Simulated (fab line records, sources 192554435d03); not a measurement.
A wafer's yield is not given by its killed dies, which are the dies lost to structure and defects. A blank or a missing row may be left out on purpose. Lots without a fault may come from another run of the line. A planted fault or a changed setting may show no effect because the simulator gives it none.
Matching of chambers / flow n5 finfet / ald hk-03 running N5_HKMG_FIN_HK_ALD_01: 4 sister chambers
The step deposits HfO2, target thk 1.6 nm, pulse time 3 s, purge time 3 s. 4 wafers are shown with their chamber, then 7 later ones without.

== WAFERS PAIRED WITH THEIR CHAMBERS ==
wafer=L088.3; chamber=0; precursor pulse height rel=1.022
wafer=L088.4; chamber=2; precursor pulse height rel=0.993
wafer=L089.4; chamber=1; precursor pulse height rel=0.999
wafer=L089.5; chamber=3; precursor pulse height rel=0.998

== WAFERS MISSING THEIR CHAMBER ==
wafer=L089.6; precursor pulse height rel=0.984
wafer=L095.2; precursor pulse height rel=0.996
wafer=L095.4; precursor pulse height rel=1.009
wafer=L095.5; precursor pulse height rel=0.988
wafer=L097.2; precursor pulse height rel=0.977
wafer=L097.3; precursor pulse height rel=0.978
wafer=L097.5; precursor pulse height rel=1.042

== EACH ONE'S CHAMBER ==
wafer=L089.6; from the rows above=can't be placed: 2 or 3 or 1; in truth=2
wafer=L095.2; from the rows above=can't be placed: 3 or 1 or 2 or 0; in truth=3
wafer=L095.4; from the rows above=can't be placed: 1 or 3 or 0 or 2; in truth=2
wafer=L095.5; from the rows above=can't be placed: 2 or 3 or 1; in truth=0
wafer=L097.2; from the rows above=can't be placed: 2 or 3 or 1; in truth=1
wafer=L097.3; from the rows above=can't be placed: 2 or 3 or 1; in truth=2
wafer=L097.5; from the rows above=can't be placed: 0 or 1 or 3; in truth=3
Placed correctly: 0 of 7. These rows do not allow placing 7 (true chamber among the candidates in 6). Placed wrongly: 0.
How it was worked out, from the rows above alone: a wafer's distance from a chamber is the root of the sum, over the readings, of the square of ((its reading less the chamber's mean) divided by the reading's scatter). If the next closest chamber is less than 2 further off than the closest, the wafer can't be placed; otherwise it belongs to the closest. The mean given for a chamber averages the wafers shown for that chamber. The scatter: root of mean squared gap, hidden wafer to nearest shown wafer, with one shown wafer a chamber.
